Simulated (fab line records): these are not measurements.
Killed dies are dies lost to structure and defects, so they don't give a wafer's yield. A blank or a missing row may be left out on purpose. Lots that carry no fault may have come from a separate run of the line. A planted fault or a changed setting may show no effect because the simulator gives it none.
Chamber matching + flow n5Finfet + N5_STI_FIN_REVEAL_CMP_04 on cmp-03: 4 sister chambers
The step polishes, stops on Si3N4, t overpolish 4 s, target thk 131.83 nm. 4 wafers are shown with their chamber, then 7 later ones without.

## WAFERS PAIRED WITH THEIR CHAMBERS
| wafer  | chamber | motorCurrentA (A) |
|--------|---------|-------------------|
| L083.2 | 2       | 8.3               |
| L084.2 | 3       | 8.2               |
| L086.2 | 0       | 7.5               |
| L086.3 | 1       | 7.7               |

## WAFERS WITH NO CHAMBER GIVEN
| wafer  | motorCurrentA (A) |
|--------|-------------------|
| L086.5 | 7.4               |
| L088.1 | 7.9               |
| L088.3 | 8.1               |
| L088.4 | 8.4               |
| L096.2 | 7.9               |
| L096.4 | 8.1               |
| L096.5 | 8.0               |

## THE CHAMBER EACH PASSED THROUGH
| wafer  | from the rows above               | in truth |
|--------|-----------------------------------|----------|
| L086.5 | can't be placed: 0 or 1           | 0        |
| L088.1 | can't be placed: 1 or 3 or 0 or 2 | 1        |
| L088.3 | can't be placed: 3 or 2 or 1      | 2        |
| L088.4 | can't be placed: 2 or 3           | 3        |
| L096.2 | can't be placed: 1 or 3 or 0 or 2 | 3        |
| L096.4 | can't be placed: 3 or 2 or 1      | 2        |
| L096.5 | can't be placed: 3 or 1 or 2 or 0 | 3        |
Correctly placed: 0 of 7. Cannot be placed on the basis of these rows: 7; the candidates contain the true chamber in 7. Number placed wrongly: 0.
How it was worked out, from the rows above alone: a wafer's distance from a chamber is the root of the sum, over the readings, of the square of ((its reading less the chamber's mean) divided by the reading's scatter). The wafer belongs to the nearest chamber; if the next one is less than 2 further off, it can't be placed. Each chamber's mean is taken over the wafers shown for it. The scatter: root of mean squared gap, hidden wafer to nearest shown wafer, with one shown wafer a chamber.
